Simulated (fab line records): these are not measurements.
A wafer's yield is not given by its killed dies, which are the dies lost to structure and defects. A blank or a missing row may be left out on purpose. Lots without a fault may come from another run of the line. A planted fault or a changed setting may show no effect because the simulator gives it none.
Matching of chambers :: flow nand_harc :: NHARC_A_STAIRCASE_ETCH_253 on rie_diel-04 has 4 sister chambers
The step etches the open film in C4F8/O2, target depth 50 nm, time 20.2 s. 8 wafers are shown with their chamber, then 11 later ones without.

EACH WAFER AND ITS CHAMBER
wafer: L084.3
chamber: 3
rf_vpp_V (V): 890
oes_product_au (a.u.): 0.964

wafer: L085.2
chamber: 2
rf_vpp_V (V): 893
oes_product_au (a.u.): 0.978

wafer: L086.4
chamber: 1
rf_vpp_V (V): 904
oes_product_au (a.u.): 0.958

wafer: L086.5
chamber: 0
rf_vpp_V (V): 891
oes_product_au (a.u.): 0.963

wafer: L091.1
chamber: 1
rf_vpp_V (V): 904
oes_product_au (a.u.): 0.945

wafer: L091.2
chamber: 0
rf_vpp_V (V): 893
oes_product_au (a.u.): 0.950

wafer: L091.3
chamber: 2
rf_vpp_V (V): 894
oes_product_au (a.u.): 0.916

wafer: L091.4
chamber: 3
rf_vpp_V (V): 892
oes_product_au (a.u.): 0.937

WAFERS WITH NO CHAMBER GIVEN
wafer: L091.5
rf_vpp_V (V): 905
oes_product_au (a.u.): 0.943

wafer: L091.6
rf_vpp_V (V): 893
oes_product_au (a.u.): 0.952

wafer: L092.1
rf_vpp_V (V): 892
oes_product_au (a.u.): 0.964

wafer: L092.2
rf_vpp_V (V): 893
oes_product_au (a.u.): 0.939

wafer: L092.4
rf_vpp_V (V): 893
oes_product_au (a.u.): 0.981

wafer: L096.1
rf_vpp_V (V): 904
oes_product_au (a.u.): 0.981

wafer: L096.2
rf_vpp_V (V): 893
oes_product_au (a.u.): 0.965

wafer: L096.3
rf_vpp_V (V): 893
oes_product_au (a.u.): 0.960

wafer: L096.4
rf_vpp_V (V): 889
oes_product_au (a.u.): 0.961

wafer: L096.5
rf_vpp_V (V): 891
oes_product_au (a.u.): 0.964

wafer: L096.6
rf_vpp_V (V): 893
oes_product_au (a.u.): 0.971

CHAMBER TAKEN BY EACH
wafer: L091.5
from the rows above: 1
in truth: 1

wafer: L091.6
from the rows above: can't be placed: 2 or 0 or 3
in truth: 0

wafer: L092.1
from the rows above: can't be placed: 0 or 3 or 2
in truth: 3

wafer: L092.2
from the rows above: can't be placed: 2 or 0 or 3
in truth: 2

wafer: L092.4
from the rows above: can't be placed: 0 or 2 or 3
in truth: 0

wafer: L096.1
from the rows above: 1
in truth: 1

wafer: L096.2
from the rows above: can't be placed: 2 or 0 or 3
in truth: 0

wafer: L096.3
from the rows above: can't be placed: 2 or 0 or 3
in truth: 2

wafer: L096.4
from the rows above: can't be placed: 3 or 0
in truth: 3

wafer: L096.5
from the rows above: can't be placed: 3 or 0 or 2
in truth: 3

wafer: L096.6
from the rows above: can't be placed: 2 or 0 or 3
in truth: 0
Correctly placed: 2 of 11. From these rows, 9 cannot be placed; in 9 the true chamber is one of the candidates. Placed wrongly: 0.
How it was worked out, from the rows above alone: a wafer's distance from a chamber is the root of the sum, over the readings, of the square of ((its reading less the chamber's mean) divided by the reading's scatter). The wafer belongs to the nearest chamber; if the next one is less than 2 further off, it can't be placed. A chamber's mean is the mean of its shown wafers. The scatter: take each reading less its chamber's mean, square it, sum over the shown wafers, divide by the number of wafers less the number of chambers, and take the root.
